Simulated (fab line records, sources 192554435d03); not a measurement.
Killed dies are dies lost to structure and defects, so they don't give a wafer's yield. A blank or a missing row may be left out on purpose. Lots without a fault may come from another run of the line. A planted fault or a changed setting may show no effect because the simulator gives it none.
Split-lot experiment | flow n5_finfet | 7 lots, 39 wafers read, on a route of 1938 steps

THE SPLIT
At N5_BEOL_M0_SAQP_HM_DEP_02 (deposits TiN, target thk 12 nm), the setting target_thk_a was moved away from the recipe's 120 angstrom on 15 of the 39 wafers read, by -31.6% to +43.8%. The other wafers ran this setting at the recipe's value.

The reading is taken at the split's own step.

THE READING
TiN_of_BEOL_M0_SAQP_HM_DEP_02.thk_nm (the simulator's own value, which no gauge read), in nm, at N5_BEOL_M0_SAQP_HM_DEP_02 (deposits TiN, target thk 12 nm). The file gives no usual value for it. The 24 wafers here that ran the recipe average 12.0 nm, standard deviation 0.25 nm.

wafer  | tool, chamber at the split | target_thk_a as run, angstrom | against the recipe | TiN_of_BEOL_M0_SAQP_HM_DEP_02.thk_nm, nm | against lot-mates on the recipe
L075.1 | pvd_sputter-01, -          | 120                           | recipe             | 12                                       | -
L075.2 | pvd_sputter-01, -          | 120                           | recipe             | 12                                       | -
L075.5 | pvd_sputter-01, -          | 120                           | recipe             | 12                                       | -
L075.3 | pvd_sputter-01, -          | 82.03                         | -31.6%             | 8.4                                      | -3.6
L075.4 | pvd_sputter-01, -          | 82.03                         | -31.6%             | 8.2                                      | -3.8
L075.6 | pvd_sputter-01, -          | 82.03                         | -31.6%             | 8.2                                      | -3.8
L077.1 | pvd_sputter-02, -          | 120                           | recipe             | 11.8                                     | -
L077.2 | pvd_sputter-02, -          | 120                           | recipe             | 11.8                                     | -
L077.3 | pvd_sputter-02, -          | 161.9                         | +34.9%             | 16                                       | +4.3
L077.4 | pvd_sputter-02, -          | 161.9                         | +34.9%             | 16                                       | +4.3
L077.5 | pvd_sputter-02, -          | 161.9                         | +34.9%             | 15.8                                     | +4.1
L077.6 | pvd_sputter-02, -          | 120                           | recipe             | 11.6                                     | -
L080.1 | pvd_sputter-01, -          | 120                           | recipe             | 12                                       | -
L080.2 | pvd_sputter-01, -          | 120                           | recipe             | 12                                       | -
L080.6 | pvd_sputter-01, -          | 120                           | recipe             | 12                                       | -
L080.3 | pvd_sputter-01, -          | 120                           | recipe             | 11.8                                     | -
L080.5 | pvd_sputter-01, -          | 120                           | recipe             | 11.8                                     | -
L080.4 | pvd_sputter-01, -          | 120                           | recipe             | 12.2                                     | -
L083.2 | pvd_sputter-01, -          | 120                           | recipe             | 12.4                                     | -
L083.4 | pvd_sputter-01, -          | 120                           | recipe             | 12.4                                     | -
L083.6 | pvd_sputter-01, -          | 120                           | recipe             | 12.2                                     | -
L085.1 | pvd_sputter-03, -          | 120                           | recipe             | 12.2                                     | -
L085.6 | pvd_sputter-03, -          | 120                           | recipe             | 12.2                                     | -
L085.2 | pvd_sputter-03, -          | 120                           | recipe             | 12                                       | -
L085.3 | pvd_sputter-03, -          | 152.7                         | +27.2%             | 15.4                                     | +3.3
L085.5 | pvd_sputter-03, -          | 152.7                         | +27.2%             | 15.4                                     | +3.3
L085.4 | pvd_sputter-03, -          | 152.7                         | +27.2%             | 15.2                                     | +3.1
L087.1 | pvd_sputter-03, -          | 120                           | recipe             | 11.4                                     | -
L087.2 | pvd_sputter-03, -          | 92.88                         | -22.6%             | 9                                        | -2.7
L087.3 | pvd_sputter-03, -          | 120                           | recipe             | 11.8                                     | -
L087.5 | pvd_sputter-03, -          | 120                           | recipe             | 11.8                                     | -
L087.4 | pvd_sputter-03, -          | 92.88                         | -22.6%             | 9.2                                      | -2.5
L087.6 | pvd_sputter-03, -          | 92.88                         | -22.6%             | 8.8                                      | -2.9
L094.1 | pvd_sputter-02, -          | 172.5                         | +43.8%             | 17.4                                     | +5.1
L094.2 | pvd_sputter-02, -          | 120                           | recipe             | 12.2                                     | -
L094.4 | pvd_sputter-02, -          | 120                           | recipe             | 12.2                                     | -
L094.3 | pvd_sputter-02, -          | 120                           | recipe             | 12.4                                     | -
L094.5 | pvd_sputter-02, -          | 172.5                         | +43.8%             | 17.6                                     | +5.3
L094.6 | pvd_sputter-02, -          | 172.5                         | +43.8%             | 17.6                                     | +5.3

THE FIT
A straight line over all 39 wafers: TiN_of_BEOL_M0_SAQP_HM_DEP_02.thk_nm changes by +0.122 nm for each +1% of target_thk_a; r = +1.00; the points scatter about the line by 0.25 nm.
The same after taking each lot's own level away (the mean of its wafers on the recipe; 39 wafers): +0.119 nm for each +1%; r = +1.00; scatter 0.12 nm.
On that fit, the largest move of target_thk_a shifts the reading by 5.2 nm.
The lots' own levels span 11.67 to 12.33 nm, that is 2.7 times the standard deviation above.
So the lot-to-lot level changes the slope little: the two slopes agree.
Check: with one of the wafers moved furthest among these (+43.8%) left out of the fit, the line predicts +5.24 nm for it against its lot-mates. It came out at +5.13 nm against them.

OTHER SPLITS ON THESE WAFERS
These wafers also went through other splits before the reading. Each is held against what the fit with the lots' levels taken away leaves over:
other split on the same wafers          | wafers away from the commonest value | r with TiN_of_BEOL_M0_SAQP_HM_DEP_02.thk_nm (lot level and that fit taken away)
N5_FIN_SAQP_SPACER2_ALD_28 target_thk_a | 15                                   | -0.12
N5_GATE_CUT_ALD_22 ald_cycles           | 12                                   | +0.17

THE FILE'S OWN FIT
TiN_of_BEOL_M0_SAQP_HM_DEP_02.thk_nm changes by +0.119 nm for each +1% of target_thk_a, r = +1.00.
